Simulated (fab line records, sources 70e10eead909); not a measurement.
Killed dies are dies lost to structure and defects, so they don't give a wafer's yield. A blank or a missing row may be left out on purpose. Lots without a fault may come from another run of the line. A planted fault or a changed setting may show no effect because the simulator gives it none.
Chamber matching | flow nand_harc | NHARC_P_M2_DEP_33 on pecvd-04: 3 sister chambers
The step deposits SiCN, target thk 30 nm. 3 wafers are shown with their chamber, then 11 later ones without.

WAFERS WITH THEIR CHAMBER
wafer  | chamber | heater_power_w (W)
L086.6 | 1       | 590
L085.4 | 0       | 603
L088.1 | 2       | 438

WAFERS WITHOUT THEIR CHAMBER
wafer  | heater_power_w (W)
L088.3 | 522
L088.4 | 559
L091.1 | 568
L091.3 | 434
L091.5 | 409
L093.1 | 558
L093.3 | 404
L093.5 | 406
L096.1 | 538
L096.2 | 542
L096.3 | 367

WHICH CHAMBER EACH WENT THROUGH
wafer  | from the rows above          | in truth
L088.3 | can't be placed: 1 or 0 or 2 | 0
L088.4 | can't be placed: 1 or 0      | 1
L091.1 | can't be placed: 1 or 0      | 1
L091.3 | 2                            | 2
L091.5 | 2                            | 2
L093.1 | can't be placed: 1 or 0      | 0
L093.3 | 2                            | 2
L093.5 | 2                            | 2
L096.1 | can't be placed: 1 or 0 or 2 | 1
L096.2 | can't be placed: 1 or 0 or 2 | 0
L096.3 | 2                            | 2
Placed correctly: 5 of 11. Can't be placed from these rows: 6 (the true chamber is among the candidates in 6). Placed wrongly: 0.
How it was worked out, from the rows above alone: a wafer's distance from a chamber is the root of the sum, over the readings, of the square of ((its reading less the chamber's mean) divided by the reading's scatter). The wafer belongs to the nearest chamber; if the next one is less than 2 further off, it can't be placed. A chamber's mean is the mean of its shown wafers. The scatter: with one shown wafer a chamber, the root of the mean of the squares of how far each hidden wafer lies from its nearest shown one.
